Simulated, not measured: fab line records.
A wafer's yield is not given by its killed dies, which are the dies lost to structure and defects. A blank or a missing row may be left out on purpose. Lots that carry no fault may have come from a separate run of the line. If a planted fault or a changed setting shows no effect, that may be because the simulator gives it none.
A struck lot beside a sound one    flow n5Finfet    43 steps out of a route of 1938
Sound: the wafers L498.1, L498.2, L498.3. Struck: wafer L505.3. The cause is named last.
At each step with rows: each side's tool, then ch and its chambers, then its first start. Under that, the readings that differ: sound wafers    struck wafers    difference of the means    sigmas: that difference in standard deviations of wafers without a fault.
alike: same words and numbers on both sides, and readings whose means sit less than 2 such deviations apart. not compared: any withheld reading, any reading some wafer has no value for, any bound like >300 that may hide the same value, and any number with overlapping values for which the record gives no deviation.
Wherever a step has rows on one side only, a row that says differs or no value, or a row with sigmas, the two part there. Non-overlapping numbers with no deviation appear without sigmas and do not part them. A reading missing from all wafers of one side parts the sides only when that side holds two or more wafers.

first, 3 steps without rows for these wafers: N5_BEOL_M4_DESCUM_33 (chemistry O2, time 7 s); N5_BEOL_M4_ETCH_77 (etches underlayer in N2/H2, target depth 6.5 nm, time 5.2 s); N5_BEOL_M4_ETCH_69 (etches SiARC in CF4, target depth 15.6 nm, time 26 s).
N5_BEOL_M4_ALD_98: deposits SiO2, target thk 2.5 nm, pulse time 1 s, co reactant pulse time 1 s.
  sound on aldSin-02 ch 0,1,2, day 8 06:00; struck on aldSin-02 ch 1, day 9 17:28
reading             sound     struck  difference  sigmas
sinceWetCleanH (h)  73 73 73  109     +36         
  alike: heaterPowerW, precursorPulseHeightRel
then, 8 steps without rows for these wafers: N5_BEOL_M4_ETCHBACK_99 (etches SiO2 in CHF3, target depth 5 nm, time 10.4 s); N5_BEOL_M4_ETCH_70 (etches SOC in N2/H2, target depth 80 nm, overetch 24 nm, time 130 s); N5_BEOL_M4_STRIP_71 (strips in N2/H2); N5_BEOL_M4_STRIP_78 (strips in N2/H2); N5_BEOL_M4_VIA_ETCH_34 (etches the open film in C4F6/O2, target depth 69.4 nm, time 65.9 s); N5_BEOL_M4_STRIP_83 (strips in C4F6/O2); N5_BEOL_M4_STRIP_36 (strips in N2/H2); N5_BEOL_M4_TRENCH_ETCH_37 (etches SiOC in C4F6/O2, target depth 55.555 nm, time 29.2 s).
N5_BEOL_M4_ETCH_41: etches SiCN in CH3F/O2, target depth 29.9 nm, time 52.5 s.
  sound on rieDiel-04 ch 0,1,3, day 8 06:42; struck on rieDiel-04 ch 3, day 9 18:55
  alike: drypumpMotorCurrentA, oesProductAu, rfVppV, showerheadPlenumPTorr, throttleValvePct
  not compared: rfHoursCounterH
then, 1 step without rows for these wafers: N5_BEOL_M4_STRIP_97 (strips in N2/H2, time 10 s).
N5_BEOL_M4_OCD_MEAS_38:
  sound on ocd-01 at day 8 06:50; struck on ocd-01 at day 9 19:02
  alike: trenchDepthNm
then, 4 steps without rows for these wafers: N5_BEOL_M4_HM_STRIP_39 (strips TiN in peroxide tin strip, target depth 25 nm, time 158 s); N5_BEOL_M4_SRD_40 (time 30 s); N5_BEOL_M4_PRECLEAN_42 (cleans in residue remover, time 60 s); N5_BEOL_M4_SRD_43 (time 30 s).
N5_BEOL_M4_CD_MEAS_35: target cd 18 nm, target cd y 22.4 nm.
  sound on cdSem-01 at day 8 07:00; struck on cdSem-01 at day 9 19:11
  alike: cdNm
then, 6 steps without rows for these wafers: N5_BEOL_M4_DEGAS_44 (time 60 s); N5_BEOL_M4_PRE_CLEAN_45 (time 30 s); N5_BEOL_M4_ALD_84 (deposits TaN, pulse time 2 s, purge time 3 s, co reactant purge time 2 s); N5_BEOL_M4_SURFACE_TREAT_85; N5_BEOL_M4_CVD_47 (deposits Co from CCTBA/H2, target thk 3 nm, time 223.8 s); N5_BEOL_M4_SPUTTER_48 (material Cu, target thk 4.5 nm, time 8.29 s).
N5_BEOL_M4_ANNEAL_49: time 240 s.
  sound on pvdSputter-03 at day 8 09:10; struck on pvdSputter-01 at day 9 21:26
  alike: heaterPowerW
then, 1 step without rows for these wafers: N5_BEOL_M4_SPUTTER_79 (material Cu, target thk 4.5 nm, time 8.29 s).
N5_BEOL_M4_ANNEAL_80: time 240 s.
  sound on pvdSputter-03 at day 8 09:23; struck on pvdSputter-01 at day 9 21:40
  alike: heaterPowerW
then, 2 steps without rows for these wafers: N5_BEOL_M4_SPUTTER_81 (material Cu, target thk 4.5 nm, time 8.29 s); N5_BEOL_M4_ANNEAL_82 (time 240 s).
N5_BEOL_M4_SPUTTER_86: material Cu, target thk 4.5 nm, time 8.29 s.
  sound on pvdSputter-03 at day 8 09:44; struck on pvdSputter-01 at day 9 22:01
  alike: throttleValvePct
then, 6 steps without rows for these wafers: N5_BEOL_M4_ANNEAL_87 (time 240 s); N5_BEOL_M4_SPUTTER_88 (material Cu, target thk 4.5 nm, time 8.29 s); N5_BEOL_M4_ANNEAL_89 (time 240 s); N5_BEOL_M4_SPUTTER_90 (material Cu, target thk 4.5 nm, time 8.29 s); N5_BEOL_M4_ANNEAL_91 (time 240 s); N5_BEOL_M4_SPUTTER_92 (material Cu, target thk 4.5 nm, time 8.29 s).
N5_BEOL_M4_ANNEAL_93: time 240 s.
  sound on pvdSputter-03 at day 8 10:29; struck on pvdSputter-01 at day 9 22:46
  alike: heaterPowerW
then, 3 steps without rows for these wafers: N5_BEOL_M4_SPUTTER_94 (material Cu, target thk 4.5 nm, time 8.29 s); N5_BEOL_M4_ANNEAL_95 (time 240 s); N5_BEOL_M4_SPUTTER_96 (material Cu, target thk 4.5 nm, time 8.29 s).
-- here the record skips 4 days between the struck wafers' starts before and after, leaving off in module BEOL_M4 and picking up in module PASSIVATION (first step shown: number 1936 of the route) --
N5_PASSIVATION_PROBE_49:
  sound on prober-01 at day 12 19:56; struck on prober-02 at day 14 06:01
reading                  sound           struck  difference  sigmas
defectLimitedYield (%)   91.9 92.5 91.4  85.2    -6.7        -5
killed_at_M4_up          17 14 20        80      +63         +12
killedAtContacts         2 4 1           15      +13         +2
killedDies               96 88 102       175     +80         +5
killedOnRim              11 8 16         33      +21         +6
sort_bin_5_function (%)  5.0 4.4 4.9     9.2     +4.4        +5
sort_bin_6_memory (%)    3.0 2.5 3.2     4.3     +1.4        +2
sortNPass                1084 1092 1078  1005    -80         -5
sortYieldPct (%)         91.9 92.5 91.4  85.2    -6.7        -5
  alike: killed_at_M0_to_M3, killedAtFrontEnd, killedAtOther, killedOpen, killedShort

== WHERE THEY PART ==
N5_PASSIVATION_PROBE_49 only, going by this record.

WHY: what the simulator had put in
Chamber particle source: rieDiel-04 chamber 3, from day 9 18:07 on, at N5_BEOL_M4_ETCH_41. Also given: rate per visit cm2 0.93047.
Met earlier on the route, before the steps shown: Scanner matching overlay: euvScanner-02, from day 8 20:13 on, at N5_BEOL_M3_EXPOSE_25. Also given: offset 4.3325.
